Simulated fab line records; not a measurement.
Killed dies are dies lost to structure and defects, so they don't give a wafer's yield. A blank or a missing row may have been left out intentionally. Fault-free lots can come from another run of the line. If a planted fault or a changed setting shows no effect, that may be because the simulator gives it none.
Which tool was responsible? ; flow n5Finfet ; Sampling: 11 lots, 33 wafers, 5 of 1938 route steps

WHAT THE GAUGES SHOWED, per wafer
N5_ZERO_LAYER_INSPECT_20: inspects for defects (darkfield). Usual: rawDefectCount 33, standard deviation 16.
lot;measured;on;rawDefectCount;flag
L267;day 2 07:35;defectInspect-01;21 35 35;
L268;day 2 13:16;defectInspect-02;16 29 38;
L269;day 2 19:15;defectInspect-01;16 59 68;
L270;day 3 01:15;defectInspect-01;41 43 43;
L271;day 3 07:15;defectInspect-02;40 32 13;
L272;day 3 13:41;defectInspect-01;27 37 28;
L279;day 5 07:17;defectInspect-02;18 24 16;
L280;day 5 13:15;defectInspect-01;37 45 54;
L284;day 6 13:23;defectInspect-02;22 11 39;
L285;day 6 19:36;defectInspect-01;24 49 40;
L287;day 7 07:24;defectInspect-01;23 21 21;

N5_WELL_APT_CD_MEAS_25: the cd target is 200 nm. Usual: cdNm 200.0 nm, standard deviation 1.5.
lot;measured;on;cdNm (nm);flag
L267;day 2 09:21;cdSem-01;202.3 201.0 201.8;
L268;day 2 15:08;cdSem-02;198.3 199.2 200.3;
L269;day 2 20:48;cdSem-02;197.3 200.4 200.8;
L270;day 3 03:08;cdSem-02;198.4 198.8 198.2;
L271;day 3 08:48;cdSem-02;201.3 200.7 201.3;
L272;day 3 15:14;cdSem-01;199.5 198.6 198.7;
L279;day 5 08:59;cdSem-02;200.7 202.2 201.9;
L280;day 5 15:11;cdSem-02;197.6 199.4 198.3;
L284;day 6 15:03;cdSem-02;200.8 200.8 201.6;
L285;day 6 21:16;cdSem-02;200.3 199.7 198.4;
L287;day 7 08:50;cdSem-03;200.2 200.2 201.8;

N5_WELL_APT_OVL_MEAS_26. Usual: PWELL_OVL typically reads 1 nm, with standard deviation 5.8.
lot;measured;on;PWELL_OVL (nm);flag
L267;day 2 09:23;overlay-02;0 -1 -3;
L268;day 2 15:10;overlay-02;-1 -3 6;
L269;day 2 20:50;overlay-02;-6 4 4;
L270;day 3 03:10;overlay-01;7 -6 -6;
L271;day 3 08:50;overlay-02;7 11 9;
L272;day 3 15:16;overlay-01;8 6 8;
L279;day 5 09:01;overlay-01;2 3 7;
L280;day 5 15:13;overlay-01;-4 1 -5;
L284;day 6 15:05;overlay-01;-1 -7 -7;
L285;day 6 21:18;overlay-01;4 4 12;
L287;day 7 08:52;overlay-01;-4 1 -2;

N5_BEOL_M4_RC_MEAS_101. Usual: CJ_P 5.83, standard deviation 0.094; DIBL_N 36.3 mV/V, standard deviation 1.2; DIBL_P 36.7 mV/V, standard deviation 1.5; IOFF_N 0.164 nA/um, standard deviation 0.02; IOFF_P 0.214 nA/um, standard deviation 0.024; ION_N 673 uA/um, standard deviation 8.5; ION_P 461 uA/um, standard deviation 5.9; SS_N 71.6 mV/dec, standard deviation 0.44; SS_P 73.3 mV/dec, standard deviation 0.55; VT_N 249.4 mV, standard deviation 2.4; VT_P -250.0 mV, standard deviation 2.3.
lot;measured;on;CJ_P;DIBL_N (mV/V);DIBL_P (mV/V);IOFF_N (nA/um);IOFF_P (nA/um);ION_N (uA/um);ION_P (uA/um);SS_N (mV/dec);SS_P (mV/dec);VT_N (mV);VT_P (mV);flag
L267;day 8 06:36;prober-02;5.85 5.88 5.86;37.0 35.4 34.7;37.7 36.0 35.2;0.187 0.150 0.138;0.214 0.183 0.173;688 673 665;461 456 456;72.5 71.9 71.7;73.3 73.1 72.8;246.9 251.1 250.6;-248.0 -253.8 -253.1;
L268;day 8 20:59;prober-01;5.88 5.74 5.83;36.0 36.0 36.9;36.0 35.6 37.8;0.149 0.144 0.173;0.187 0.178 0.210;658 661 673;446 452 458;71.7 71.4 72.4;73.1 73.0 73.6;253.4 253.4 250.8;-250.9 -251.6 -251.3;
L269;day 9 13:40;prober-01;5.65 5.62 5.78;37.4 37.9 36.1;37.3 38.3 36.5;0.179 0.193 0.152;0.263 0.274 0.238;691 672 689;480 466 474;71.8 72.1 71.8;73.7 74.0 73.6;247.9 243.3 246.9;-244.0 -242.7 -246.4;
L270;day 9 11:40;prober-01;5.93 5.90 5.74;36.4 33.3 35.5;36.7 33.2 35.5;0.144 0.112 0.134;0.225 0.173 0.205;652 676 669;459 465 464;70.8 70.8 71.2;73.0 71.9 72.8;252.7 254.2 252.9;-248.0 -249.8 -250.0;
L271;day 10 09:23;prober-02;5.90 5.82 5.93;34.4 36.3 35.7;35.5 37.5 36.6;0.140 0.174 0.159;0.198 0.229 0.215;668 675 668;457 464 458;71.3 71.7 71.5;72.5 73.4 73.4;252.3 248.8 250.5;-248.4 -248.3 -249.8;
L272;day 10 18:01;prober-01;5.73 5.92 5.87;36.1 35.7 37.2;37.7 37.2 39.5;0.172 0.164 0.199;0.219 0.210 0.248;683 677 689;464 464 465;71.6 72.1 72.6;73.4 73.6 75.0;248.2 248.6 244.6;-248.6 -251.2 -247.5;
L279;day 11 19:55;prober-02;4.87 4.85 5.01;36.7 35.7 34.9;37.3 36.9 35.9;0.162 0.147 0.131;0.228 0.222 0.199;672 673 666;471 467 463;71.6 71.1 71.6;73.4 73.3 73.3;249.7 252.8 253.9;-246.8 -246.6 -246.9;OFF
L280;day 12 05:11;prober-02;4.81 4.94 5.00;36.0 34.2 35.2;36.9 33.9 35.0;0.159 0.129 0.141;0.237 0.194 0.198;679 669 663;467 463 458;72.1 71.5 71.1;73.3 72.7 72.8;249.3 251.4 250.4;-247.9 -248.3 -251.0;OFF
L284;day 12 22:19;prober-02;5.77 5.85 5.68;38.6 36.9 39.0;37.3 36.2 37.4;0.201 0.162 0.196;0.240 0.213 0.229;679 664 666;465 454 460;71.2 70.9 71.8;73.5 73.0 73.7;245.6 249.2 246.6;-246.5 -248.0 -249.1;
L285;day 13 12:11;prober-01;5.90 5.86 5.89;36.0 37.5 36.9;36.4 38.9 38.2;0.163 0.194 0.180;0.219 0.256 0.244;675 671 674;461 460 465;71.3 71.9 71.4;73.2 73.7 73.9;246.9 245.0 247.3;-248.3 -248.7 -248.9;
L287;day 13 19:11;prober-02;5.79 5.90 5.93;36.3 36.1 38.6;38.1 38.3 40.1;0.159 0.160 0.200;0.214 0.214 0.258;680 672 682;465 465 469;71.2 71.2 72.3;73.8 73.3 74.7;251.0 251.5 247.2;-251.5 -250.7 -249.7;

EACH LOT AND THE TOOL THAT RAN IT (in order: tool; ch and the chambers of the sampled wafers; start)
lot;N5_WELL_APT_IMPLANT_15
L267;implanter-01 ch 0, day 2 08:35
L268;implanter-02 ch 0, day 2 14:14
L269;implanter-01 ch 0, day 2 19:57
L270;implanter-01 ch 0, day 3 02:14
L271;implanter-02 ch 0, day 3 08:05
L272;implanter-01 ch 0, day 3 14:25
L279;implanter-02 ch 0, day 5 08:05
L280;implanter-02 ch 0, day 5 14:17
L284;implanter-01 ch 0, day 6 14:12
L285;implanter-01 ch 0, day 6 20:25
L287;implanter-01 ch 0, day 7 08:04
- N5_WELL_APT_IMPLANT_15

WHAT THE TOOLS THEMSELVES READ (means of the sampled wafers that have a number; where no wafer has one, the mark that the record gives instead)
N5_WELL_APT_IMPLANT_15. Usual: doseIonsCm2 1.5e+13, standard deviation 1.7e+10; faradayCurrentUA 190, standard deviation 3.9.
lot;tool;doseIonsCm2;faradayCurrentUA;flag
L267;implanter-01;1.5e+13;188;
L268;implanter-02;1.5e+13;189;
L269;implanter-01;1.5e+13;189;
L270;implanter-01;1.5e+13;187;
L271;implanter-02;1.5e+13;187;
L272;implanter-01;1.5e+13;188;
L279;implanter-02;1.1e+13;138;OFF
L280;implanter-02;1.1e+13;138;OFF
L284;implanter-01;1.5e+13;191;
L285;implanter-01;1.5e+13;192;
L287;implanter-01;1.5e+13;190;

THE ANSWER, worked out from the rows above alone
Rule: lot off if the mean of its wafers having a number is beyond 3 standard deviations from the usual mean. Also off: a lot with no number at a reading for which 4 or more lots have one. Any other lot the step has rows for is counted as sound. The gauges are gone through in route order, then the tools' own readings, and for those a lot's mean is taken as printed above. At the first step where some lot is off, the reading lying furthest off is the one used; lots without a number count as furthest.
Off: at N5_BEOL_M4_RC_MEAS_101 (CJ_P), L279, L280.
If a tool, at a process step before that reading, ran all the lots that are off and no sound lot after the first of them, it fits. The gauges at N5_BEOL_M4_RC_MEAS_101 aren't tried: what is off there is off at N5_WELL_APT_IMPLANT_15 too, on other tools, and a gauge's error can't cause that. One candidate fits, namely implanter-02 at N5_WELL_APT_IMPLANT_15. A fault onset in the window from L271 (day 3 08:05, its last sound lot) to L279 (day 5 08:05, its first lot off) fits.
The tool's own readings at N5_WELL_APT_IMPLANT_15 bear it out: on the lots that are off they differ by more than 5 times the standard deviation of the sound lots' means. doseIonsCm2 reads 1.1e+13 there against 1.5e+13 on the sound lots; faradayCurrentUA reads 138 there against 189 on the sound lots.

WHAT THE SIMULATOR HAD INSERTED
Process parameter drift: implanter-02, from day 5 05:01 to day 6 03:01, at N5_WELL_APT_IMPLANT_15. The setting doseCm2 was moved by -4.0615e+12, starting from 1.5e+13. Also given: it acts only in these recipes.
Struck lots among those shown: L279, L280. The rule above reached the same finding.
